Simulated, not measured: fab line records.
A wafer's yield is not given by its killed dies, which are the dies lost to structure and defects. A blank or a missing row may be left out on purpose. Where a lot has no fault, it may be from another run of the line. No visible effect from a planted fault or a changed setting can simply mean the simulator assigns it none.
fab line records | flow nandHarc
[record] lots = 6 | wafers = 18 | lastDay = 24
route steps=1159 shown P_M0@278 P_M1@285 END@1159
lots that met no fault: taken from a fault-free run of the same line
startH: hours from the record's opening day to when the first of the lot's shown wafers began | waitH: time in hours since the lot's previous step | " repeats the value in the row above | L1.1+2: several wafers, shown together as one row | - value missing, or start not given | * or withheld: withheld | < > ~ a bound
route shown NAME@n: names a module that has steps shown in the file, with the first one's number in the route | usual: average and standard deviation across the fault-free wafers | same: alike in all rows | chamber/n: place in a boat | sites: the reading at each site | _std_site: standard deviation of those values | _edge_site: the outer-site mean with the inner-site mean subtracted | radiusMm: for every site, how far away it sits from the centre of the wafer | mask NAME#n: copy n | behind: the tool/chamber that last shaped the wafer | hold: what put the lot on hold/how long, in hours/how the hold closed | device: transistor that didn't switch, given as n, p or np | end of line: the route-end tests of the same wafers | a step without rows: its recipe alone | killed: not the wafer's yield, but the dies lost to structure and defects at the first sort | map: a wafer's dies, x killed, . not, _ none there
set.NAME: the setting as run; set.NAME@STEP: as run at that earlier step | model.NAME: the simulator's own value behind a step, which no gauge read
lots at selected steps of the route; one table per step, one row per wafer
services: a tool's chamber out of use, with start hour (startH, from the record's first day; less than 0 if before it), hours out, and reason
[[steps]]
[step NHARC_P_M0_CMP_23]
[recipe] tOverpolishS = 20 | targetThkNm = 117.53
[usual] edgeZonePressureFrac = 0.999/0.0048 | motorCurrentA = 11.9/1.2 | timeToEndpointS = 29.1/2.4
lot.wafer | tool   | chamber | startH | waitH | edgeZonePressureFrac | motorCurrentA | timeToEndpointS
L544.4    | cmp-03 | 2       | 168.71 | -     | 0.999                | 12.4          | 28.0
L544.3    | "      | 3       | "      | "     | 0.995                | 11.9          | 26.5
L544.5    | "      | 2       | "      | "     | 1.007                | 11.7          | 30.0
L545.2    | cmp-04 | 0       | 176.31 | -     | 0.999                | 10.3          | 32.7
L545.5    | "      | 3       | "      | "     | 0.993                | 12.5          | 32.4
L545.6    | "      | 0       | "      | "     | 1.007                | 10.2          | 32.2
L552.2    | cmp-01 | 0       | 226.06 | -     | 0.999                | 12.5          | 29.1
L552.6    | "      | 2       | "      | "     | 0.993                | 11.5          | 30.6
L552.5    | "      | 3       | "      | "     | 1.007                | 14.0          | 31.0
L553.3    | cmp-03 | 2       | 228.16 | -     | 0.995                | 12.0          | 30.9
L553.2    | "      | 0       | "      | "     | 1.008                | 12.5          | 30.2
L553.1    | "      | 1       | "      | "     | 0.990                | 11.8          | 29.0
L556.2    | cmp-04 | 2       | 243.81 | -     | 0.994                | 10.3          | 25.1
L556.3    | "      | 0       | "      | "     | 0.995                | 10.7          | 31.9
L556.5    | "      | 2       | "      | "     | 0.995                | 10.2          | 26.6
L558.3    | cmp-04 | 1       | 249.73 | -     | 1.002                | 13.6          | 27.1
L558.1    | "      | 2       | "      | "     | 1.003                | 10.3          | 26.0
L558.5    | "      | 0       | "      | "     | 0.995                | 10.1          | 30.8
[step NHARC_P_M0_THK_MEAS_24]
[recipe] thkMeasGauge = xrf
[usual] thkNm = 117.7/1.4
lot.wafer | tool         | chamber | startH | waitH | thkNm
L544.3    | filmMetro-01 | -       | 168.99 | -     | 116.4
L544.4    | "            | -       | "      | "     | 119.3
L544.5    | "            | -       | "      | "     | 120.4
L545.2    | filmMetro-01 | -       | 176.60 | -     | 118.6
L545.5    | "            | -       | "      | "     | 118.6
L545.6    | "            | -       | "      | "     | 118.8
L552.2    | filmMetro-02 | -       | 226.32 | -     | 117.4
L552.5    | "            | -       | "      | "     | 115.9
L552.6    | "            | -       | "      | "     | 115.7
L553.1    | filmMetro-02 | -       | 228.47 | -     | 118.7
L553.2    | "            | -       | "      | "     | 117.6
L553.3    | "            | -       | "      | "     | 119.1
L556.2    | filmMetro-01 | -       | 244.10 | -     | 119.1
L556.3    | "            | -       | "      | "     | 119.1
L556.5    | "            | -       | "      | "     | 117.8
L558.1    | filmMetro-01 | -       | 250.02 | -     | 117.1
L558.3    | "            | -       | "      | "     | 116.8
L558.5    | "            | -       | "      | "     | 118.6
[step NHARC_P_M0_SRD_25]
[step NHARC_P_M0_INSPECT_27]
[usual] rawDefectCount = 286/110
lot.wafer | tool             | chamber | startH | waitH | rawDefectCount
L544.3    | defectInspect-01 | -       | 169.15 | 0.0   | 189
L544.4    | "                | -       | "      | "     | 184
L544.5    | "                | -       | "      | "     | 206
L545.2    | defectInspect-02 | -       | 176.76 | 0.0   | 467
L545.5    | "                | -       | "      | "     | 457
L545.6    | "                | -       | "      | "     | 634
L552.2    | defectInspect-01 | -       | 226.47 | 0.0   | 341
L552.5    | "                | -       | "      | "     | 249
L552.6    | "                | -       | "      | "     | 211
L553.1    | defectInspect-01 | -       | 228.63 | 0.0   | 293
L553.2    | "                | -       | "      | "     | 264
L553.3    | "                | -       | "      | "     | 420
L556.2    | defectInspect-02 | -       | 244.25 | 0.0   | 360
L556.3    | "                | -       | "      | "     | 443
L556.5    | "                | -       | "      | "     | 301
L558.1    | defectInspect-02 | -       | 250.36 | 0.0   | 327
L558.3    | "                | -       | "      | "     | 115
L558.5    | "                | -       | "      | "     | 386
[step NHARC_P_M0_PRE_CLEAN_31]
[recipe] timeS = 12 | tempC = 370 | rfPowerW = 300 | gas = NH3
[usual] heaterPowerW = 575/68 | rfFwdPowerW = 292.6/0.88
lot.wafer | tool     | chamber | startH | waitH | heaterPowerW | rfFwdPowerW
L544.3    | pecvd-02 | 2       | 169.28 | 0.1   | 511          | 292.5
L544.5    | "        | 1       | "      | "     | 640          | 292.5
L544.4    | "        | 2       | "      | "     | 517          | 294.1
L545.2    | pecvd-02 | 0       | 176.85 | 0.1   | 652          | 292.5
L545.6    | "        | 1       | "      | "     | 652          | 293.2
L545.5    | "        | 2       | "      | "     | 546          | 294.1
L552.2    | pecvd-02 | 1       | 226.57 | 0.1   | 603          | 292.0
L552.6    | "        | 2       | "      | "     | 503          | 292.5
L552.5    | "        | 0       | "      | "     | 656          | 293.8
L553.3    | pecvd-04 | 2       | 228.70 | 0.1   | 698          | 292.4
L553.2    | "        | 0       | "      | "     | 715          | 291.2
L553.1    | "        | 1       | "      | "     | 556          | 294.9
L556.3    | pecvd-03 | 1       | 244.32 | 0.1   | 523          | 292.6
L556.2    | "        | 0       | "      | "     | 474          | 292.8
L556.5    | "        | 0       | "      | "     | 463          | 293.7
L558.1    | pecvd-03 | 0       | 250.43 | 0.1   | 441          | 292.2
L558.3    | "        | 1       | "      | "     | 571          | 290.8
L558.5    | "        | 0       | "      | "     | 446          | 292.3
[step NHARC_P_M0_DEP_32]
[recipe] targetThkA = 300 | tempC = 370 | targetThkNm = 30 | pressureTorr = 3 | flowSccm = 200 | rfW = 450 | material = SiCN
[usual] heaterPowerW = 527/64 | rfFwdPowerW = 449.1/1.5
lot.wafer | tool     | chamber | startH | waitH | heaterPowerW | rfFwdPowerW
L544.3    | pecvd-02 | 2       | 169.38 | 0.1   | 451          | 449.3
L544.5    | "        | 1       | "      | "     | 551          | 450.6
L544.4    | "        | 2       | "      | "     | 452          | 449.1
L545.2    | pecvd-02 | 0       | 176.99 | 0.1   | 525          | 448.4
L545.6    | "        | 1       | "      | "     | 589          | 446.5
L545.5    | "        | 2       | "      | "     | 479          | 449.7
L552.2    | pecvd-02 | 1       | 226.70 | 0.1   | 582          | 446.5
L552.6    | "        | 2       | "      | "     | 440          | 450.3
L552.5    | "        | 0       | "      | "     | 628          | 449.8
L553.3    | pecvd-04 | 2       | 228.78 | 0.1   | 667          | 446.5
L553.2    | "        | 0       | "      | "     | 666          | 449.8
L553.1    | "        | 1       | "      | "     | 524          | 446.7
L556.3    | pecvd-03 | 1       | 244.40 | 0.1   | 555          | 448.9
L556.2    | "        | 0       | "      | "     | 406          | 449.0
L556.5    | "        | 0       | "      | "     | 403          | 449.7
L558.1    | pecvd-03 | 0       | 250.51 | 0.1   | 480          | 446.2
L558.3    | "        | 1       | "      | "     | 573          | 451.2
L558.5    | "        | 0       | "      | "     | 493          | 449.6
[step NHARC_P_M1_DEP_00]
[recipe] targetThkA = 1825 | targetThkNm = 182.5 | tempC = withheld | pressureTorr = 5 | flowSccm = 200 | rfW = 600 | material = SiOC
[step NHARC_P_M1_DEHYDRATE_01]
[recipe] tempC = 150 | timeS = 120
[step NHARC_P_M1_HMDS_02]
[recipe] timeS = 30
[step NHARC_P_M1_COAT_34]
[recipe] tempC = 200 | timeS = 65
[step NHARC_P_M1_COAT_03]
[recipe] spinRpm = 1500 | resistThkNm = 90
[step NHARC_P_M1_SOFTBAKE_04]
[recipe] tempC = 105 | timeS = 55
[usual] heaterPowerTotalW = 188.43/0.13
lot.wafer | tool          | chamber | startH | waitH | heaterPowerTotalW
L544.3    | lithoTrack-01 | 0       | 170    | -     | 188.33
L544.4    | "             | 0       | "      | "     | 188.24
L544.5    | "             | 0       | "      | "     | 188.25
L545.2    | lithoTrack-04 | 0       | 177    | -     | 188.41
L545.5    | "             | 0       | "      | "     | 188.35
L545.6    | "             | 0       | "      | "     | 188.30
L552.2    | lithoTrack-01 | 0       | 227    | -     | 166.61
L552.5    | "             | 0       | "      | "     | 166.89
L552.6    | "             | 0       | "      | "     | 166.86
L553.1    | lithoTrack-01 | 0       | 229    | -     | 166.82
L553.2    | "             | 0       | "      | "     | 166.69
L553.3    | "             | 0       | "      | "     | 166.90
L556.2    | lithoTrack-06 | 0       | 245    | -     | 188.59
L556.3    | "             | 0       | "      | "     | 188.67
L556.5    | "             | 0       | "      | "     | 188.45
L558.1    | lithoTrack-04 | 0       | 251    | -     | 188.45
L558.3    | "             | 0       | "      | "     | 188.47
L558.5    | "             | 0       | "      | "     | 188.27
[step NHARC_P_M1_EBR_05]
[step NHARC_END_SORT_01]
[recipe] tempC = 25
[usual] defectLimitedYield = 95.4/1.4 | killedAtArray = 27/9.3 | killedAtOther = 0.9/1.3 | killedAtPeriphery = 3.6/2.7 | killedDies = 31/9.7 | killedOpen = 3.3/1.8 | killedShort = 2.0/1.5 | sort_bin_2_pct = 1.4/0.63 | sort_bin_3_pct = 0.25/0.21 | sort_bin_4_pct = 2.9/0.93 | sortNPass = 646/9.7 | sortRimYieldPct = 95/3.1 | sortYieldPct = 95.4/1.4
[same] grossDies = 677 | sort_bin_5_pct[%] = 0 | sort_bin_6_pct[%] = 0 | sort_bin_7_pct[%] = 0 | sort_bin_8_pct[%] = 0 | sortRimNGross = 106.00
lot.wafer | tool      | chamber | startH | waitH | defectLimitedYield[%] | killedAtArray | killedAtOther | killedAtPeriphery | killedDies | killedOpen | killedShort | sort_bin_2_pct[%] | sort_bin_3_pct[%] | sort_bin_4_pct[%] | sortNPass | sortRimYieldPct[%] | sortYieldPct[%]
L544.3    | prober-01 | 0       | 482.31 | 3.1   | 92.5                  | 45            | 0             | 6                 | 51         | 1          | 1           | 2.2               | 0.74              | 4.6               | 626       | 91                 | 92.5
L544.4    | prober-01 | 0       | 483.10 | 3.4   | 92.5                  | 50            | 0             | 1                 | 51         | 3          | 1           | 3.1               | 0.15              | 4.3               | 626       | 87                 | 92.5
L544.5    | prober-01 | 0       | 483.90 | 3.7   | 94.1                  | 34            | 1             | 5                 | 40         | 7          | 3           | 1.9               | 0.30              | 3.7               | 637       | 94                 | 94.1
L545.2    | prober-01 | 0       | 489.34 | 2.8   | 95.6                  | 26            | 0             | 4                 | 30         | 4          | 2           | 1.3               | 0.30              | 2.8               | 647       | 95                 | 95.6
L545.5    | prober-01 | 0       | 491.72 | 3.7   | 96.2                  | 23            | 0             | 3                 | 26         | 5          | 1           | 1.6               | 0.15              | 2.1               | 651       | 96                 | 96.2
L545.6    | prober-01 | 0       | 492.51 | 4.0   | 94.5                  | 27            | 1             | 9                 | 37         | 5          | 1           | 2.5               | 0.15              | 2.8               | 640       | 88                 | 94.5
L553.1    | prober-02 | 0       | 541.01 | 2.5   | 95.3                  | 30            | 0             | 2                 | 32         | 2          | 1           | 1.2               | 0.15              | 3.4               | 645       | 97                 | 95.3
L553.2    | prober-02 | 0       | 541.82 | 2.8   | 94.1                  | 39            | 0             | 1                 | 40         | 3          | 1           | 1.5               | 0.15              | 4.3               | 637       | 97                 | 94.1
L553.3    | prober-02 | 0       | 542.63 | 3.1   | 95.3                  | 27            | 2             | 3                 | 32         | 2          | 0           | 1.2               | 0.44              | 3.1               | 645       | 98                 | 95.3
L552.2    | prober-01 | 0       | 541.77 | 2.8   | 95.4                  | 26            | 1             | 4                 | 31         | 3          | 4           | 1.9               | 0.15              | 2.5               | 646       | 89                 | 95.4
L552.5    | prober-01 | 0       | 544.16 | 3.7   | 95.4                  | 28            | 1             | 2                 | 31         | 4          | 2           | 1.5               | 0.15              | 3.0               | 646       | 94                 | 95.4
L552.6    | prober-01 | 0       | 544.96 | 4.0   | 95.6                  | 24            | 5             | 1                 | 30         | 3          | 3           | 1.5               | 0.15              | 2.8               | 647       | 95                 | 95.6
L558.1    | prober-02 | 0       | 562.63 | 2.5   | 94.1                  | 30            | 0             | 10                | 40         | 5          | 0           | 2.1               | 0.15              | 3.7               | 637       | 98                 | 94.1
L558.3    | prober-02 | 0       | 564.22 | 3.1   | 93.8                  | 35            | 0             | 7                 | 42         | 2          | 2           | 1.3               | 0.30              | 4.6               | 635       | 92                 | 93.8
L558.5    | prober-02 | 0       | 565.81 | 3.7   | 94.1                  | 34            | 0             | 6                 | 40         | 5          | 1           | 1.5               | 0.44              | 4.0               | 637       | 92                 | 94.1
L556.2    | prober-01 | 0       | 568.28 | 2.8   | 94.8                  | 32            | 0             | 3                 | 35         | 3          | 2           | 1.6               | 0.15              | 3.4               | 642       | 95                 | 94.8
L556.3    | prober-01 | 0       | 569.08 | 3.1   | 95.1                  | 31            | 1             | 1                 | 33         | 3          | 1           | 1.9               | 0                 | 3.0               | 644       | 94                 | 95.1
L556.5    | prober-01 | 0       | 570.68 | 3.7   | 95.9                  | 26            | 0             | 2                 | 28         | 5          | 1           | 1.0               | 0.74              | 2.4               | 649       | 95                 | 95.9
// killed by level:class
L544.3 A_CHANNEL_HOLE_D1:chamberFilmFlake=16 A_SLIT:chamberFilmFlake=14 A_CONTACT:chamberFilmFlake=8 P_M2:chamberFilmFlake=4 A_WL_FILL:chamberFilmFlake=4 A_STAIRCASE:chamberFilmFlake=2 P_M0:geometricParticle:short=1 A_M1:geometricParticle:open=1
L544.4 A_SLIT:chamberFilmFlake=17 A_CHANNEL_HOLE_D1:chamberFilmFlake=14 A_CONTACT:chamberFilmFlake=6 A_STAIRCASE:chamberFilmFlake=5 A_WL_FILL:chamberFilmFlake=3 A_ONON_D1:geometricParticle:short=1 A_ONON_D1:geometricParticle:open=1 A_CONTACT:geometricParticle:open=1
L544.5 A_CHANNEL_HOLE_D1:chamberFilmFlake=15 A_SLIT:chamberFilmFlake=8 A_M0:geometricParticle:open=3 P_M2:chamberFilmFlake=3 A_CONTACT:chamberFilmFlake=2 P_STI:geometricParticle:short=1 P_GATE:geometricParticle:open=1 A_CHANNEL_HOLE_D1:geometricParticle:open=1
L545.2 A_SLIT:chamberFilmFlake=15 A_M0:geometricParticle:open=4 A_CHANNEL_HOLE_D1:chamberFilmFlake=2 A_CONTACT:chamberFilmFlake=2 P_CONTACT:geometricParticle:short=1 P_M0:geometricParticle:short=1 P_GATE:chamberFilmFlake=1 P_M2:chamberFilmFlake=1
L545.5 A_SLIT:chamberFilmFlake=7 P_ZERO_WELL:chamberFilmFlake=3 A_CONTACT:chamberFilmFlake=3 A_M0:geometricParticle:open=2 A_CHANNEL_HOLE_D1:chamberFilmFlake=2 A_STAIRCASE:chamberFilmFlake=2 A_ONON_D1:geometricParticle:open=1 A_CONTACT:geometricParticle:open=1
L545.6 A_SLIT:chamberFilmFlake=11 P_ZERO_WELL:chamberFilmFlake=7 A_CHANNEL_HOLE_D1:chamberFilmFlake=5 A_STAIRCASE:chamberFilmFlake=2 A_WL_FILL:chamberFilmFlake=2 A_CONTACT:chamberFilmFlake=2 P_M0:geometricParticle:short=1 P_M2:geometricParticle:open=1
L553.1 A_SLIT:chamberFilmFlake=18 A_CHANNEL_HOLE_D1:chamberFilmFlake=9 P_CONTACT:geometricParticle:open=1 A_WL_FILL:geometricParticle:short=1 A_CONTACT:geometricParticle:open=1 P_STI:chamberFilmFlake=1 A_ZERO_WELL:chamberFilmFlake=1
L552.2 A_CHANNEL_HOLE_D1:chamberFilmFlake=20 A_CONTACT:chamberFilmFlake=2 P_M0:geometricParticle:open=1 P_M0:geometricParticle:short=1 P_M1:geometricParticle:short=1 A_SGD_CUT:geometricParticle:open=1 A_WL_FILL:geometricParticle:short=1 A_M0:geometricParticle:open=1
L553.2 A_SLIT:chamberFilmFlake=21 A_CHANNEL_HOLE_D1:chamberFilmFlake=10 A_CONTACT:chamberFilmFlake=3 A_M0:geometricParticle:open=2 A_CHANNEL_HOLE_D1:geometricParticle:short=1 A_CONTACT:geometricParticle:open=1 P_STI:chamberFilmFlake=1 A_ZERO_WELL:chamberFilmFlake=1
L553.3 A_SLIT:chamberFilmFlake=16 A_CHANNEL_HOLE_D1:chamberFilmFlake=8 P_STI:chamberFilmFlake=2 THIN_TSV:chamberFilmFlake=2 P_M0:geometricParticle:open=1 A_M1:geometricParticle:open=1 A_STAIRCASE:chamberFilmFlake=1 A_CONTACT:chamberFilmFlake=1
L552.5 A_CHANNEL_HOLE_D1:chamberFilmFlake=17 A_CHANNEL_FILL_D1:geometricParticle:open=2 A_STAIRCASE:chamberFilmFlake=2 A_CONTACT:chamberFilmFlake=2 A_ONON_D1:geometricParticle:short=1 A_CHANNEL_FILL_D1:geometricParticle:short=1 A_CONTACT:geometricParticle:open=1 A_M0:geometricParticle:open=1
L552.6 A_CHANNEL_HOLE_D1:chamberFilmFlake=17 HYBRID_BOND:chamberFilmFlake=3 A_STAIRCASE:chamberFilmFlake=2 P_M1:geometricParticle:open=1 A_CHANNEL_FILL_D1:geometricParticle:short=1 A_SGD_CUT:geometricParticle:short=1 A_M0:geometricParticle:open=1 THIN_TSV:geometricParticle:short=1
L558.1 P_GATE:chamberFilmFlake=6 A_CHANNEL_HOLE_D1:chamberFilmFlake=5 A_CONTACT:chamberFilmFlake=5 A_BONDPAD:chamberFilmFlake=5 A_STAIRCASE:chamberFilmFlake=4 A_WL_FILL:chamberFilmFlake=3 A_CONTACT:geometricParticle:open=2 P_STI:chamberFilmFlake=2
L558.3 A_CHANNEL_HOLE_D1:chamberFilmFlake=9 A_CONTACT:chamberFilmFlake=9 A_STAIRCASE:chamberFilmFlake=5 P_STI:chamberFilmFlake=4 A_BONDPAD:chamberFilmFlake=4 P_BONDPAD:chamberFilmFlake=2 A_WL_FILL:chamberFilmFlake=2 P_GATE:geometricParticle:short=1
L558.5 A_CONTACT:chamberFilmFlake=13 P_GATE:chamberFilmFlake=5 A_STAIRCASE:chamberFilmFlake=5 A_CHANNEL_HOLE_D1:chamberFilmFlake=4 A_WL_FILL:chamberFilmFlake=3 A_ONON_D1:geometricParticle:open=2 A_CONTACT:geometricParticle:open=2 A_SGD_CUT:geometricParticle:open=1
L556.2 A_CHANNEL_HOLE_D1:chamberFilmFlake=19 A_STAIRCASE:chamberFilmFlake=3 A_CONTACT:chamberFilmFlake=3 A_CONTACT:geometricParticle:open=2 A_ZERO_WELL:chamberFilmFlake=2 P_CONTACT:geometricParticle:open=1 A_SGD_CUT:geometricParticle:short=1 A_CONTACT:geometricParticle:short=1
L556.3 A_CHANNEL_HOLE_D1:chamberFilmFlake=19 A_STAIRCASE:chamberFilmFlake=5 A_CONTACT:chamberFilmFlake=4 A_ONON_D1:geometricParticle:short=1 A_CHANNEL_HOLE_D1:geometricParticle:open=1 A_CONTACT:geometricParticle:open=1 STARTING-WAFER:geometricParticle:open=1 P_GATE:chamberFilmFlake=1
L556.5 A_CHANNEL_HOLE_D1:chamberFilmFlake=15 A_CONTACT:chamberFilmFlake=4 A_CONTACT:geometricParticle:open=3 P_GATE:geometricParticle:open=1 A_CHANNEL_FILL_D1:geometricParticle:short=1 A_M0:geometricParticle:open=1 P_GATE:chamberFilmFlake=1 A_STAIRCASE:chamberFilmFlake=1
[[services]]
tool     | chamber | startH | hours | kind
pecvd-02 | -       | 153.14 | 13.0  | pm
pecvd-02 | 0       | 153.14 | 13.0  | ventCycle
pecvd-02 | 1       | 153.14 | 13.0  | ventCycle
pecvd-02 | 2       | 153.14 | 13.0  | ventCycle
cmp-03   | -       | 158.41 | 4.0   | pm
cmp-03   | -       | 162.41 | -     | consumableReplace:conditioner
cmp-03   | -       | 162.41 | -     | consumableReplace:pad
pecvd-02 | 0       | 166.14 | -     | clean
pecvd-02 | 1       | 166.14 | -     | clean
pecvd-02 | 2       | 166.14 | -     | clean
pecvd-03 | -       | 168.33 | 5.8   | repair
pecvd-02 | 2       | 170.18 | 2.3   | repair
cmp-01   | -       | 179.50 | 4.0   | pm
cmp-01   | -       | 186.85 | 1.1   | repair
cmp-04   | -       | 187.84 | 0.7   | repair
pecvd-04 | -       | 195.00 | 13.0  | pm
cmp-04   | -       | 196.91 | 1.4   | repair
cmp-04   | -       | 200.36 | 0.8   | repair
cmp-04   | -       | 203.10 | 4.0   | pm
cmp-04   | -       | 207.10 | -     | consumableReplace:conditioner
cmp-04   | -       | 207.10 | -     | consumableReplace:pad
cmp-01   | -       | 207.23 | 9.4   | repair
cmp-04   | -       | 222.65 | 1.7   | repair
cmp-01   | -       | 239.13 | 1.4   | repair
[[key]]
[firstSign] step = NHARC_P_M1_SOFTBAKE_04 | reading = heaterPowerTotalW | direction = down | sigmas = 99+ | usual = * | struck = *
effect none on later readings
metAt NHARC_P_M1_SOFTBAKE_04
struckWafers L552.2,L552.5,L552.6,L553.1,L553.2,L553.3
onsetBetween 170 227
[fault] kind = processParameterDrift | tool = lithoTrack-01 | chamber = - | onsetH = 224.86 | steps = NHARC_P_M1_SOFTBAKE_04 | channel = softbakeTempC | offset = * | shape = step | endH = 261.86 | actsIn = * | stated = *
